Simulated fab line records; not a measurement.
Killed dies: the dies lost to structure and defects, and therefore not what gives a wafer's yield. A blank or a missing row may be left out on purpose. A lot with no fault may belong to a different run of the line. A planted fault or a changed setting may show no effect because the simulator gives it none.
Comparing a struck lot with a sound one + flow n5 finfet + 22 steps out of a route of 1938
Sound: wafers L850.2, L850.3, L850.5. Wafers L844.2, L844.4, L844.6 were the ones struck. The cause comes at the end.
Order at every step that has rows: each side's tool, ch and its chambers, its first start. Under that, the readings that differ: sound wafers + struck wafers + difference of the means + sigmas: that difference in standard deviations of wafers without a fault.
alike: readings whose means differ by less than 2 such deviations, and words and numbers that are the same on both sides. not compared: withheld readings, readings that some wafer has no value for, bounds like >300 that may hide the same value, and numbers for which the record gives no deviation and whose values overlap.
The two part at a step that has a row with sigmas, a row that says differs or no value, or rows on one side only. Numbers that have no deviation but don't overlap get no sigmas and don't part them. Lack of a reading on every wafer of one side parts them only where that side has two or more wafers.

first, 9 steps without rows for these wafers: N5_BEOL_M0_SAQP_PECVD_00 (deposits SiCN from 3MS/NH3, target thk 8 nm, time 14 s); N5_BEOL_M0_SAQP_ILD_DEP_01 (deposits SiOC from DEMS/O2, target thk 45.419 nm, time 8.7 s); N5_BEOL_M0_SAQP_HM_DEP_02 (deposits TiN, target thk 12 nm); N5_BEOL_M0_SAQP_PECVD_03 (deposits SiCN from 3MS/NH3, target thk 12 nm, time 21.1 s); N5_BEOL_M0_SAQP_PECVD_96 (deposits a-Si from SiH4/He, target thk 45 nm, time 45.2 s); N5_BEOL_M0_SAQP_PECVD_97 (deposits SiNx from SiH4/NH3/N2, target thk 23 nm, time 19.9 s); N5_BEOL_M0_SAQP_PECVD_04 (deposits a-Si from SiH4/He, target thk 60 nm, time 60.2 s); N5_BEOL_M0_SAQP_HM_DEP_111 (deposits SiO2 from SiH4/N2O, target thk 12 nm, time 7.2 s); N5_BEOL_M0_SAQP_COAT_81 (time 60 s, resist thk 100 nm).
N5_BEOL_M0_SAQP_COAT_82: time 60 s, resist thk 30 nm.
  sound on litho track-01 ch 0, day 8 18:41; struck on litho track-03 ch 0, day 6 22:44
| reading                                         | sound                | struck               | difference | sigmas |
|-------------------------------------------------|----------------------|----------------------|------------|--------|
| spin speed rpm (rpm)                            | 1501.9 1501.9 1500.6 | 1426.5 1427.1 1428.2 | -74.2      | -67    |
| model.SiARC_of_BEOL_M0_SAQP_COAT_82.thk nm (nm) | 30 30 30             | 30.8 30.8 30.8       | +0.8       |        |
then, 7 steps without rows for these wafers: N5_BEOL_M0_SAQP_COAT_08 (resist thk 90 nm); N5_BEOL_M0_SAQP_EBR_10; N5_BEOL_M0_SAQP_SOFTBAKE_09 (time 60 s); N5_BEOL_M0_SAQP_EXPOSE_11 (exposes mask M0 CORE, target cd 42 nm); N5_BEOL_M0_SAQP_PEB_12 (peb time 60 s); N5_BEOL_M0_SAQP_DEVELOP_13 (develop time 30 s); N5_BEOL_M0_SAQP_DESCUM_19 (chemistry O2, time 7.9 s).
N5_BEOL_M0_SAQP_ETCH_83: etches SiARC in CF4, target depth 39 nm, time 65 s.
  sound on rie diel-06 ch 0,2,3, day 8 19:12; struck on rie diel-04 ch 0,1,2, day 6 23:13
| reading                                           | sound             | struck            | difference | sigmas |
|---------------------------------------------------|-------------------|-------------------|------------|--------|
| etch rf on time s (s)                             | 62.9 62.9 65.8    | 67.7 67.9 66.7    | +3.6       | +2     |
| model.etch.depth nm (nm)                          | 30.03 30.03 29.96 | 30.73 30.81 30.89 | +0.80      |        |
| model.CAR-ArF_of_BEOL_M0_SAQP_COAT_08.thk nm (nm) | 55.4 55.2 55.6    | 54.4 54.4 54.6    | -0.9       |        |
  alike: drypump motor current A, oes product au, rf vpp V, showerhead plenum p Torr, throttle valve pct
  not compared: rf hours counter h
N5_BEOL_M0_SAQP_ETCH_84: etches SOC in N2/H2, target depth 100 nm, overetch 20 nm, time 150 s.
  sound on rie diel-06 ch 0,2,3, day 8 19:15; struck on rie diel-04 ch 0,1,2, day 6 23:16
| reading                                         | sound          | struck     | difference | sigmas |
|-------------------------------------------------|----------------|------------|------------|--------|
| model.SiARC_of_BEOL_M0_SAQP_COAT_82.thk nm (nm) | 24.2 24.2 24.6 | 25 25.4 25 | +1         |        |
  alike: drypump motor current A, oes product au, rf vpp V, showerhead plenum p Torr, throttle valve pct
  not compared: rf hours counter h
then, 1 step without rows for these wafers: N5_BEOL_M0_SAQP_STRIP_80 (strips in N2/H2).
-- the record jumps here: 3 days lie between the struck wafers' starts before and after (it left off in module BEOL_M0_SAQP and takes up again in module BEOL_M4, whose first step shown is number 1111 of the route) --
N5_BEOL_M4_RC_MEAS_101:
  sound on prober-02 ch 0, day 11 03:58; struck on prober-02 ch 0, day 9 11:20
| reading   | sound          | struck         | difference | sigmas |
|-----------|----------------|----------------|------------|--------|
| VT_P (mV) | -246 -246 -248 | -253 -258 -254 | -8         | -2     |
  alike: DIBL_N, DIBL_P, IOFF_N, IOFF_P, ION_N, ION_P, SS_N, SS_P, VT_N
-- record jumps: 5 days separate the struck wafers' starts on either side; left off in module BEOL_M4, taken up again in module PASSIVATION, whose first shown step is the route's number 1936 --
N5_PASSIVATION_PROBE_49:
  rows exist in the record for the struck wafers here (prober-02, day 14 03:28), but not for the sound ones

== WHERE THEY PART ==
First at N5_BEOL_M0_SAQP_COAT_82; last, within this record, at N5_PASSIVATION_PROBE_49.

WHY: what the simulator had put in
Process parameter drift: litho track-03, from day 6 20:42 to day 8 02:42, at N5_BEOL_M0_SAQP_COAT_82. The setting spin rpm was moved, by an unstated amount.
